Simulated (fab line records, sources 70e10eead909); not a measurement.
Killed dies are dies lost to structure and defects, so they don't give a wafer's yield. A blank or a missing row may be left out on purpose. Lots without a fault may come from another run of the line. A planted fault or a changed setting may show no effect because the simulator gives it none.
A struck lot beside a sound one | flow nand_harc | 34 steps out of a route of 1302
Sound: wafers L270.1, L270.2, L270.5. Struck: wafers L264.1, L264.4. (L264.3 of the same lot was not struck and is left out.) The cause comes at the end.
At each step with rows: each side's tool, then ch and its chambers, then its first start. Under that, the readings that differ: sound wafers | struck wafers | difference of the means | sigmas: that difference in standard deviations of wafers without a fault.
alike: readings whose means differ by less than 2 such deviations, and words and numbers that are the same on both sides. not compared: withheld readings, readings that some wafer has no value for, bounds like >300 that may hide the same value, and numbers for which the record gives no deviation and whose values overlap.
The two part at a step that has a row with sigmas, a row that says differs or no value, or rows on one side only. Numbers that don't overlap but have no deviation are shown without sigmas and don't part them. A reading that every wafer of one side lacks parts them only if that side has two wafers or more.

first, 10 steps without rows for these wafers: NHARC_A_M1_DESCUM_14 (chemistry O2, time 3 s); NHARC_A_M1_ETCH_35 (etches the open film in N2/H2, target depth 40 nm, overetch 12 nm, time 43.94 s); NHARC_A_M1_ETCH_15 (etches the open film in C4F8/Ar, target depth 182.5 nm, time 91.2 s); NHARC_A_M1_STRIP_18 (strips in N2/H2); NHARC_A_M1_ETCH_28 (etches the open film in CF4/N2, target depth 30 nm, time 72.99 s); NHARC_A_M1_STRIP_19 (strips in post etch residue remover, time 600 s); NHARC_A_M1_DEGAS_29 (time 60 s); NHARC_A_M1_PRE_CLEAN_30 (time 30 s); NHARC_A_M1_PVD_20 (deposits TaN, target thk 5 nm, time 8.06 s); NHARC_A_M1_PVD_21 (deposits Cu, target thk 30 nm, time 20.49 s).
NHARC_A_M1_ECD_22: material Cu, target thk 400 nm.
  sound on ecd_cu-01 ch 0,1, day 28 11:48; struck on ecd_cu-02 ch 1, day 26 11:50
  alike: bath_temp_c
then, 22 steps without rows for these wafers: NHARC_A_M1_ANNEAL_31 (time 90 s); NHARC_A_M1_CMP_23 (polishes, t overpolish 20 s, target thk 154.34 nm); NHARC_A_M1_SRD_25; NHARC_A_M1_PRE_CLEAN_32 (time 12 s); NHARC_A_M1_DEP_33 (deposits SiCN, target thk 30 nm); NHARC_A_BONDPAD_DEP_00 (deposits SiCN, target thk 250 nm); NHARC_A_BONDPAD_CMP_29 (polishes SiCN, target thk 200 nm); NHARC_A_BONDPAD_SRD_31; NHARC_A_BONDPAD_DEHYDRATE_01 (time 120 s); NHARC_A_BONDPAD_HMDS_02 (time 30 s); NHARC_A_BONDPAD_COAT_33 (time 65 s); NHARC_A_BONDPAD_COAT_03 (resist thk 600 nm); NHARC_A_BONDPAD_SOFTBAKE_04 (time 70 s); NHARC_A_BONDPAD_EBR_05; NHARC_A_BONDPAD_EXPOSE_06 (exposes mask A BPAD); NHARC_A_BONDPAD_PEB_07 (peb time 80 s); NHARC_A_BONDPAD_DEVELOP_08 (time 50 s); NHARC_A_BONDPAD_HARDBAKE_10 (time 65 s); NHARC_A_BONDPAD_DESCUM_11 (chemistry O2, time 3 s); NHARC_A_BONDPAD_ETCH_34 (etches the open film in N2/H2, target depth 60 nm, overetch 18 nm, time 65.91 s); NHARC_A_BONDPAD_ETCH_12 (etches the open film in CHF3/O2, target depth 220 nm, time 110 s); NHARC_A_BONDPAD_STRIP_15 (strips in O2).
NHARC_END_SORT_01:
  sound on prober-02 ch 0, day 30 00:11; struck on prober-02 ch 0, day 27 23:03
  reading                  | sound          | struck    | difference | sigmas
  defect_limited_yield (%) | 96.2 94.5 96.6 | 59.7 63.4 | -34.2      | -14
  killed_at_array          | 21 30 20       | 271 246   | +235       | +14
  killed_dies              | 26 37 23       | 273 248   | +232       | +14
  sort_bin_2_pct (%)       | 1.2 1.5 1.2    | 14.9 10.8 | +11.6      | +10
  sort_bin_3_pct (%)       | 0.1 0.6 0      | 2.7 2.7   | +2.5       | +7
  sort_bin_4_pct (%)       | 2.5 3.4 2.2    | 22.7 23.2 | +20.2      | +16
  sort_n_pass              | 651 640 654    | 404 429   | -232       | -14
  sort_rim_yield_pct (%)   | 92 94 92       | 42 59     | -42        | -10
  sort_yield_pct (%)       | 96.2 94.5 96.6 | 59.7 63.4 | -34.2      | -14
  alike: killed_at_other, killed_at_periphery, killed_open, killed_short

WHERE THEY PART
Only at NHARC_END_SORT_01, within this record.

WHY: what the simulator had put in
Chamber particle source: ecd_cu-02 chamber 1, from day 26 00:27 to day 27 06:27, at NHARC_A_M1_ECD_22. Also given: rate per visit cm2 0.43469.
